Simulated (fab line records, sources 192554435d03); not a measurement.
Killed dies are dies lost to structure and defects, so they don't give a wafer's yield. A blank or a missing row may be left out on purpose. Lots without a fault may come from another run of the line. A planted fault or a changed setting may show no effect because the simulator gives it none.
fab line records | flow n5_finfet
record lots=4 wafers=12 last_day=17
route steps=1938 shown BEOL_M0_SAQP@665 BEOL_M0_CUTY@701 BEOL_M4@1111 PASSIVATION@1936
lots that met no fault: from a run of the same line without faults
start_h: hours from the record's first day to the start of the lot's first wafer shown | wait_h: hours since the lot's step before | " the same as in the row above | L1.1+2: a row that stands for several wafers | - no value, or no start given | * or withheld: withheld | < > ~ a bound
route shown NAME@n: a module of which the file shows steps, and the number in the route of the first | usual: mean/standard deviation of fault-free wafers | same: alike in all rows | chamber/n: place in a boat | sites: the reading at each site | _std_site: their standard deviation | _edge_site: outer sites' mean less inner sites' | radius_mm: how far each site lies from the wafer's centre | mask NAME#n: copy n | behind: the tool/chamber that last shaped the wafer | hold: why the lot was held/for how many hours/how that ended | device: the transistor (n, p or np) that didn't switch | end of line: the same wafers' tests at the end of the route | a step without rows: its recipe alone | killed: dies lost to structure and defects at the first sort, not the wafer's yield | map: a wafer's dies, x killed, . not, _ none there
set.NAME: the setting as run; set.NAME@STEP: as run at that earlier step | model.NAME: the simulator's own value behind a step, which no gauge read
lots at some steps of the route; a table a step, a row a wafer
services: from which hour (start_h, from the record's first day; less than 0 if before it) a tool's chamber was out of use, for how many hours, and why
## steps
# step N5_BEOL_M0_SAQP_MANDREL1_REMOVE_100
# recipe chemistry=HBr/Cl2/O2 bt_time_s=10 target=a-Si stop_on=SiNx endpoint=OES-SiCl over_etch_frac=0.85 icp_w=600 bias_w=30 HBr_flow_sccm=150 Cl2_flow_sccm=80 O2_flow_sccm=5 pressure_mtorr=10
# step N5_BEOL_M0_SAQP_ETCH_101
# recipe chemistry=CH3F/O2 target=SiNx mask_material=SiO2 target_depth_a=299 time_s=42.7 pressure_mtorr=30 source_w=395 bias_w=73 Ar_flow_sccm=150 CH3F_flow_sccm=30 O2_flow_sccm=20 ion_energy_ev=120
# step N5_BEOL_M0_SAQP_ETCH_102
# recipe chemistry=CF4 target=SiO2 target_depth_a=40 ion_energy_ev=350 time_s=4.4 pressure_mtorr=10 icp_w=800 bias_w=400 cf4_flow_sccm=80
# step N5_BEOL_M0_SAQP_MANDREL_ETCH_103
# recipe chemistry=HBr/Cl2 target=a-Si target_depth_a=450 bt_time_s=10 stop_on=SiCN mask_material=SiO2 over_etch_frac=0.8 time_s=27 pressure_mtorr=10 icp_w=800 bias_w=75 HBr_flow_sccm=150 Cl2_flow_sccm=80 ends=end_point
# step N5_BEOL_M0_SAQP_RECESS_104
# recipe chemistry=HF/NH3 target=SiO2 target_depth_a=180 afs_cycles=3 temp_c=30 sublimation_temp_c=180 sublimation_time_s=60
# step N5_BEOL_M0_SAQP_COAT_105
# recipe resist=SOC temp_c=250 time_s=60 spin_rpm=1500 resist_thk_nm=100
# step N5_BEOL_M0_SAQP_ETCH_106
# recipe chemistry=N2/H2 target=SOC target_depth_a=1500 stop_on=SiNx ion_energy_ev=100 bias_w=61 pressure_mtorr=30 source_w=850 n2_flow_sccm=200 h2_flow_sccm=200
# step N5_BEOL_M0_SAQP_ETCH_107
# recipe chemistry=CH3F/O2 target=SiNx target_depth_a=300 mask_material=SOC pressure_mtorr=30 source_w=395 bias_w=73 Ar_flow_sccm=150 CH3F_flow_sccm=30 O2_flow_sccm=20 ion_energy_ev=120
# step N5_BEOL_M0_SAQP_STRIP_108
# recipe chemistry=N2/H2 power_w=500 temp_c=40 pressure_mtorr=50 rf_frequency_hz=6e+07 overash_fraction=0.3 bias_power_w=28 h2_frac=0.5 n2_flow_sccm=300 h2_flow_sccm=300
# step N5_BEOL_M0_SAQP_RECESS_109
# recipe chemistry=HF/NH3 target=SiO2 target_depth_a=30 afs_cycles=1 temp_c=30 sublimation_temp_c=180 sublimation_time_s=60
# step N5_BEOL_M0_SAQP_SPACER2_ALD_26
# recipe material=SiO2 target_thk_a=150 temp_c=300 ald_precursor_family=BDEAS ald_co_reactant=O2-plasma pulse_time_s=1 purge_time_s=2 co_reactant_purge_time_s=2 pressure_torr=2
# step N5_BEOL_M0_SAQP_SPACER2_ETCHBACK_27
# recipe chemistry=CHF3/O2 mode=anisotropic_etchback target=SiO2 target_depth_a=225 time_s=11.25 pressure_mtorr=30 source_w=650 bias_w=170 Ar_flow_sccm=200 CHF3_flow_sccm=50 O2_flow_sccm=5 ion_energy_ev=200
# usual chamber_pressure_mTorr=30.002/0.027 drypump_motor_current_A=5.5/0.5 oes_product_au=0.78/0.073 rf_vpp_V=522/11 showerhead_plenum_p_Torr=2.46/0.085 throttle_valve_pct=19.00/0.18
# columns lot.wafer tool chamber start_h wait_h chamber_pressure_mTorr drypump_motor_current_A oes_product_au rf_hours_counter_h rf_vpp_V showerhead_plenum_p_Torr throttle_valve_pct
L310.1 rie_diel-02 0 129.35 0.4 29.976 5.3 0.74 154 523 2.42 19.17
L310.3 " 3 " " 29.980 5.6 0.88 40 524 2.57 18.90
L310.4 " 2 " " 29.997 6.1 0.79 97 522 2.24 19.22
L326.1 rie_diel-02 1 222.48 0.3 29.996 4.9 0.70 213 524 2.30 18.67
L326.2 " 3 " " 30.035 5.6 0.85 65 523 2.56 18.94
L326.6 " 0 " " 30.020 5.3 0.73 - 524 2.41 19.25
L327.2 rie_diel-02 0 232.49 0.3 29.994 5.3 0.71 184 522 2.41 19.23
L327.3 " 3 " " 29.999 5.6 0.84 68 525 2.56 18.95
L327.5 " 1 " " 30.001 4.9 0.70 - 526 2.30 18.67
L330.1 rie_diel-03 2 248.77 0.4 30.016 6.4 0.73 177 539 2.50 18.79
L330.2 " 1 " " 30.005 5.2 0.71 175 504 2.40 19.19
L330.5 " 3 " " 30.015 5.8 0.76 - 536 2.51 18.99
# step N5_BEOL_M0_SAQP_MANDREL2_REMOVE_110
# recipe chemistry=HBr/Cl2/O2 bt_time_s=10 target=a-Si stop_on=SiCN endpoint=OES-SiCl over_etch_frac=1 icp_w=600 bias_w=30 HBr_flow_sccm=150 Cl2_flow_sccm=80 O2_flow_sccm=5 pressure_mtorr=10
# step N5_BEOL_M0_SAQP_COAT_69
# recipe resist=SOC temp_c=250 time_s=60 spin_rpm=1500 resist_thk_nm=90
# step N5_BEOL_M0_SAQP_COAT_72
# recipe resist=SiARC temp_c=220 time_s=60 spin_rpm=1500 resist_thk_nm=15
# step N5_BEOL_M0_SAQP_COAT_87
# recipe resist=underlayer temp_c=205 time_s=60 spin_rpm=1500 resist_thk_nm=5
# step N5_BEOL_M0_SAQP_COAT_34
# recipe resist=CAR-EUV spin_rpm=1500 resist_thk_nm=30
# step N5_BEOL_M0_SAQP_EBR_36
# recipe solvent=PGMEA ebr_width_mm=1.5
# step N5_BEOL_M0_SAQP_SOFTBAKE_35
# recipe temp_c=110 time_s=60 resist=CAR-EUV
# step N5_BEOL_M0_SAQP_EXPOSE_37
# recipe mask_id=M0_CUT1 na=0.33 source_shape=annular sigma_inner=0.35 sigma_outer=0.8 polarization=unpolarized target_cd_nm=30 dose_mj=44.75
# step N5_BEOL_M0_SAQP_PEB_38
# recipe peb_temp_c=100 peb_time_s=60 resist=CAR-EUV
# step N5_BEOL_M0_SAQP_DEVELOP_39
# recipe develop_time_s=30 developer=TMAH resist=CAR-EUV rinse_liquid=surfactant_rinse dry=air_spin dev_temp_c=23
# step N5_BEOL_M0_SAQP_INSPECT_42
# recipe mode=adi inspect_instrument=brightfield
# usual raw_defect_count=282/72
# columns lot.wafer tool chamber start_h wait_h raw_defect_count
L310.1 defect_inspect-01 - 129.95 0.1 335
L310.3 " - " " 326
L310.4 " - " " 346
L326.1 defect_inspect-02 - 223.08 0.1 777
L326.2 " - " " 220
L326.6 " - " " 194
L327.2 defect_inspect-01 - 233.09 0.0 238
L327.3 " - " " 196
L327.5 " - " " 673
L330.1 defect_inspect-02 - 249.49 0.1 238
L330.2 " - " " 268
L330.5 " - " " 278
# step N5_BEOL_M0_SAQP_DESCUM_45
# recipe chemistry=O2 time_s=7 source_power_w=50 bias_power_w=20 pressure_mtorr=20 rf_frequency_hz=2.712e+07 temp_c=40 resist=CAR-EUV o2_flow_sccm=225
# step N5_BEOL_M0_SAQP_ETCH_88
# recipe chemistry=N2/H2 target=underlayer target_depth_a=65 time_s=5.2 ion_energy_ev=200 mask_material=CAR-EUV pressure_mtorr=30 source_w=840 bias_w=150 n2_flow_sccm=200 h2_flow_sccm=200 ends=cleared
# step N5_BEOL_M0_SAQP_ETCH_73
# recipe chemistry=CF4 target=SiARC target_depth_a=195 mask_material=CAR-EUV time_s=32.5 ion_energy_ev=80 pressure_mtorr=40 source_w=545 bias_w=36 Ar_flow_sccm=100 cf4_flow_sccm=100 ends=cleared
# step N5_BEOL_M0_SAQP_CUT_ETCH_46
# recipe chemistry=N2/H2 target=SOC target_depth_a=1350 overetch_a=270 temp_c=40 time_s=202.5 ion_energy_ev=200 mask_material=SiARC pressure_mtorr=30 source_w=840 bias_w=150 n2_flow_sccm=200 h2_flow_sccm=200
# step N5_BEOL_M0_SAQP_STRIP_74
# recipe chemistry=N2/H2 temp_c=40 n2_flow_sccm=200 h2_flow_sccm=200 rf_frequency_hz=6e+07
# step N5_BEOL_M0_SAQP_STRIP_89
# recipe chemistry=N2/H2 temp_c=40 n2_flow_sccm=200 h2_flow_sccm=200 rf_frequency_hz=6e+07
# step N5_BEOL_M0_SAQP_ALD_48
# recipe material=SiO2 target_thk_a=200 temp_c=100 ald_precursor_family=BDEAS ald_co_reactant=O2-plasma pulse_time_s=1 co_reactant_pulse_time_s=1 purge_time_s=2 co_reactant_purge_time_s=2 ald_cycles=139 pressure_torr=2
# step N5_BEOL_M0_SAQP_ETCH_49
# recipe chemistry=CF4/O2 target_depth_a=370 target=SiO2 pressure_mtorr=40 source_w=535 bias_w=49 Ar_flow_sccm=100 cf4_flow_sccm=100 O2_flow_sccm=10 ion_energy_ev=100
# step N5_BEOL_M0_SAQP_STRIP_75
# recipe chemistry=CF4 resist=SiARC power_w=300 bias_power_w=75 pressure_mtorr=50 cf4_flow_sccm=150 rf_frequency_hz=6e+07
# step N5_BEOL_M0_CUTY_COAT_50
# recipe resist=SiARC temp_c=220 time_s=60 spin_rpm=1500 resist_thk_nm=15
# step N5_BEOL_M0_CUTY_COAT_51
# recipe resist=CAR-ArF-block spin_rpm=1500 resist_thk_nm=150
# step N5_BEOL_M0_CUTY_EBR_52
# recipe solvent=PGMEA ebr_width_mm=1.5
# step N5_BEOL_M0_CUTY_SOFTBAKE_53
# recipe temp_c=110 time_s=60 resist=CAR-ArF-block
# step N5_BEOL_M0_CUTY_EXPOSE_54
# recipe mask_id=M0_ABLK na=1.35 source_shape=conventional sigma_outer=0.8 polarization=unpolarized dose_mj=36
# step N5_BEOL_M0_CUTY_PEB_55
# recipe peb_temp_c=110 peb_time_s=60 resist=CAR-ArF-block
# step N5_BEOL_M0_CUTY_INSPECT_59
# recipe mode=adi inspect_instrument=macro
# usual raw_defect_count=1.8/1.2
# columns lot.wafer tool chamber start_h wait_h raw_defect_count
L310.1 defect_inspect-01 - 132.24 0.0 3
L310.3 " - " " 1
L310.4 " - " " 1
L326.1 defect_inspect-01 - 224.64 0.0 >300
L326.2 " - " " 3
L326.6 " - " " 2
L327.2 defect_inspect-02 - 234.95 0.0 4
L327.3 " - " " 2
L327.5 " - " " >300
L330.1 defect_inspect-02 - 251.25 0.0 2
L330.2 " - " " 2
L330.5 " - " " 4
# step N5_BEOL_M4_RC_MEAS_101
# usual DIBL_N=35.9/1.9 DIBL_P=35.8/2.4 IOFF_N=0.15/0.031 IOFF_P=0.21/0.037 ION_N=672/13 ION_P=462/8.3 SS_N=71.5/0.72 SS_P=73.2/0.67 VT_N=250/3.4 VT_P=-250/3.4
# columns lot.wafer tool chamber start_h wait_h DIBL_N[mV/V] DIBL_P[mV/V] IOFF_N[nA/um] IOFF_P[nA/um] ION_N[uA/um] ION_P[uA/um] SS_N[mV/dec] SS_P[mV/dec] VT_N[mV] VT_P[mV]
L310.1 prober-02 0 197.08 0.0 33.9 32.5 0.12 0.15 666 453 70.6 72.3 252 -255
L310.3 " 0 " " 37.1 36.9 0.16 0.22 669 461 71.3 73.2 249 -252
L310.4 " 0 " " 36.4 35.9 0.15 0.21 678 462 71.4 73.0 249 -250
L326.1 prober-01 0 275.74 0.0 36.2 33.9 0.15 0.19 668 463 72.5 73.2 248 -250
L326.2 " 0 " " 30.3 27.5 0.08 0.12 652 460 69.9 71.4 257 -255
L326.6 " 0 " " 30.9 27.9 0.09 0.13 662 458 70.6 72.0 253 -256
L327.2 prober-01 0 295.96 0.2 35.3 34.8 0.16 0.20 683 466 70.5 72.8 247 -248
L327.3 " 0 " " 32.0 31.7 0.10 0.16 664 462 69.9 71.9 256 -253
L327.5 " 0 " " 33.2 32.1 0.12 0.17 672 469 69.5 72.0 253 -249
L330.1 prober-02 0 313.58 0.0 34.6 33.2 0.13 0.19 672 468 70.9 72.1 253 -247
L330.2 " 0 " " 33.2 31.9 0.11 0.18 656 461 71.2 71.9 255 -248
L330.5 " 0 " " 34.8 33.0 0.13 0.19 670 464 70.8 72.3 255 -250
# step N5_PASSIVATION_PROBE_49
# usual defect_limited_yield=91.6/1.2 killed_at_M0_to_M3=33/9.4 killed_at_M4_up=13/5.2 killed_at_contacts=13/5.6 killed_at_front_end=37/9.5 killed_at_other=4/3.1 killed_dies=99/15 killed_on_rim=13/3.6 killed_open=65/11 killed_short=32/7.5 sort_bin_5_function=4.9/0.77 sort_bin_6_memory=3.1/0.65 sort_bin_8_speed=0.01/0.056 sort_n_pass=1081/15 sort_yield_pct=91.6/1.2
# same gross_dies=1180 killed_at_back_side=0 sort_bin_4_leakage[%]=0
# columns lot.wafer tool chamber start_h wait_h defect_limited_yield[%] killed_at_M0_to_M3 killed_at_M4_up killed_at_contacts killed_at_front_end killed_at_other killed_dies killed_on_rim killed_open killed_short sort_bin_5_function[%] sort_bin_6_memory[%] sort_bin_8_speed[%] sort_n_pass sort_yield_pct[%]
L310.1 prober-02 - 317.59 0.0 92.0 33 8 13 35 5 94 12 62 32 5.2 2.1 0 1086 92.0
L310.3 prober-02 - 317.69 0.1 90.1 26 20 14 53 4 117 16 83 34 6.0 3.6 0 1063 90.1
L310.4 prober-02 - 317.74 0.2 91.9 21 13 12 42 8 96 10 72 23 5.5 2.5 0 1084 91.9
L326.1 prober-01 - 376.33 0.0 81.9 135 7 13 57 1 213 25 69 39 9.6 5.5 0 967 81.9
L327.2 prober-01 - 389.81 0.1 93.0 32 15 10 25 1 83 13 52 29 4.7 2.1 0 1097 93.0
L327.3 prober-01 - 389.86 0.1 91.7 46 9 19 24 0 98 17 62 34 5.0 3.0 0 1082 91.7
L327.5 prober-01 - 389.96 0.2 84.2 141 11 6 28 0 186 25 46 27 10.9 3.6 0 994 84.2
# killed by level:class
L310.1 MOL_CONTACT_COAG:geometric_particle:open=11 BEOL_M1:geometric_particle:open=11 STI_FIN_REVEAL:geometric_particle:open=8 FIN_SAQP:geometric_particle:open=6 BEOL_M1:geometric_particle:short=6 FIN_SAQP:geometric_particle:short=5 GATE_CUT:geometric_particle:short=5 BEOL_M0:geometric_particle:open=4
L310.3 STI_FIN_REVEAL:geometric_particle:open=19 MOL_CONTACT_COAG:geometric_particle:open=12 FIN_SAQP:geometric_particle:open=8 FIN_SAQP:geometric_particle:short=7 BEOL_M4:geometric_particle:open=7 BEOL_M6:geometric_particle:open=6 BEOL_M1:geometric_particle:open=5 BEOL_M3:geometric_particle:open=5
L310.4 STI_FIN_REVEAL:geometric_particle:open=14 MOL_CONTACT_COAG:geometric_particle:open=10 FIN_SAQP:geometric_particle:open=6 FIN_SAQP:geometric_particle:short=6 BEOL_M3:geometric_particle:open=6 BEOL_M4:geometric_particle:open=6 PASS1_CAP:geometric_particle:open=6 STI_FIN_REVEAL:geometric_particle:short=4
L326.1 BEOL_M0_SAQP:unspecified=99 FIN_SAQP:geometric_particle:open=22 BEOL_M0_SAQP:geometric_particle:short=12 MOL_CONTACT_COAG:geometric_particle:open=10 BEOL_M0_SAQP:geometric_particle:open=9 FIN_SAQP:geometric_particle:short=8 GATE_CUT:geometric_particle:short=5 HKMG_FIN:area_etch=5
L327.2 BEOL_M3:geometric_particle:open=12 MOL_CONTACT_COAG:geometric_particle:open=7 BEOL_M0_SAQP:geometric_particle:short=7 BEOL_M4:geometric_particle:open=7 STARTING-WAFER:geometric_particle:short=6 BEOL_M1:geometric_particle:open=5 STARTING-WAFER:geometric_particle:open=5 FIN_SAQP:geometric_particle:short=4
L327.3 MOL_CONTACT_COAG:geometric_particle:open=17 BEOL_M3:geometric_particle:open=13 BEOL_M1:geometric_particle:open=6 BEOL_M2:geometric_particle:open=6 BEOL_M3:geometric_particle:short=6 DUMMY_GATE:geometric_particle:open=5 GATE_CUT:geometric_particle:short=5 BEOL_M1:geometric_particle:short=5
L327.5 BEOL_M0_SAQP:unspecified=112 BEOL_M3:geometric_particle:open=12 STARTING-WAFER:geometric_particle:short=6 FIN_SAQP:geometric_particle:open=5 BEOL_M4:geometric_particle:open=5 FIN_SAQP:geometric_particle:short=4 MOL_CONTACT_COAG:geometric_particle:open=4 BEOL_M1:geometric_particle:open=4
# map L326.1 (x killed, . not)
_________________.xx.xxxxxxxx________________
______________.....x.xxxxxxxx..._____________
___________x......xxxxxxxxxxxxxx.x.__________
__________xx.....x.xxxxxxxxxxx..x..x_________
________....x....x.xxxxxxxxxxxx...x..._______
_______.....x......xxxxxxxxxxxx........______
______.x........x.xxxxxxxxxxxx.xxx......_____
_____.........x......xxxxxxxx............____
____.x..............xxxxxxxxx.x...........___
___...................xxx..x..x....x....x..__
___.......................x...x....x.......__
__.x..x.x....x...x.x...x........xx.....x...._
__...................x..x.............xxx..._
_......x...........x...................x....x
_...x.......x..........x...x.................
_.....xx.xx....x...............x.............
_..x..................x..x....x..............
_..................x.........x.xx............
_.....x.x..x..x.....x.......x...x.........x..
_.........................................x..
_...xx.......................x............x.x
__...x........x.....x....x..............x..._
__.............x...............x..x....x..x._
___................x....x......xx..........__
___.....x...x.......................x......__
____.............x...............x..x.x...___
_____.....x....................x.xx......____
______.................xx............x.._____
_______................................______
________.........x...........x........_______
__________.....x..........x........._________
___________....x...................__________
______________......x..........x_____________
_________________.........x..________________
# map L327.5 (x killed, . not)
_________________..x.xxxx.xx.________________
______________.x.xxxxxxxxxxxxxx._____________
___________..xx.x.xxxxxxxxxxx......__________
__________......x.xxxxxxxxxxxxx..x.._________
________........x.xxxxxxxxxxxxx......._______
_______...........xxxxxxxxxxxxx........______
______x........x..xxxxxxxxxx.x........x._____
_____............x.xxxxxxxxxxx...x.......____
____.xx...........x.xxxxx..x..............___
___...........x...x.xxxx.x.x.........x.....__
___...............x....x..xxx.........x....__
__........................x....x...x........_
__............x.....x..............x.....x.._
_x.......x....................x....x.........
_....x.....x..x..............................
_...x...x.....x...x..........................
_.........x.x.............x..................
_............................................
_.........................x.......x..........
_.........................x..................
_.x..............x...............x...........
__..........xx.x...........................x_
__...........x.............x.x..........x..._
___....x............x......................__
___x.......x.............................x.__
____..........x..........x............x...___
_____............x......x.x..............____
______...............x..............x.x._____
_______.............................x..______
________......x.....x................._______
__________............x............._________
___________.x........x..x..........__________
______________.................._____________
_________________..x.........________________
## services
# columns tool chamber start_h hours kind
rie_diel-03 - 138.91 0.2 repair
rie_diel-03 2 153.41 8.3 repair
rie_diel-03 1 168.76 2.7 repair
rie_diel-03 0 215.28 6.4 repair
## key
first_sign step=N5_BEOL_M0_SAQP_INSPECT_42 reading=raw_defect_count direction=up sigmas=6.1 usual=282 struck=725
effect step=N5_BEOL_M0_CUTY_INSPECT_59 reading=raw_defect_count direction=up sigmas=99+ usual=1.8 struck=>300
effect step=N5_PASSIVATION_PROBE_49 reading=killed_at_M0_to_M3 direction=up sigmas=11 usual=33 struck=138
more_kills_born_at N5_BEOL_M0_SAQP_SPACER2_ETCHBACK_27@rie_diel-02=211
met_at N5_BEOL_M0_SAQP_SPACER2_ETCHBACK_27
struck_wafers L326.1,L327.5
fault kind=chamber_particle_source tool=rie_diel-02 chamber=1 onset_h=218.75 steps=N5_BEOL_M0_SAQP_SPACER2_ETCHBACK_27 rate_per_visit_cm2=0.7169 end_h=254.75
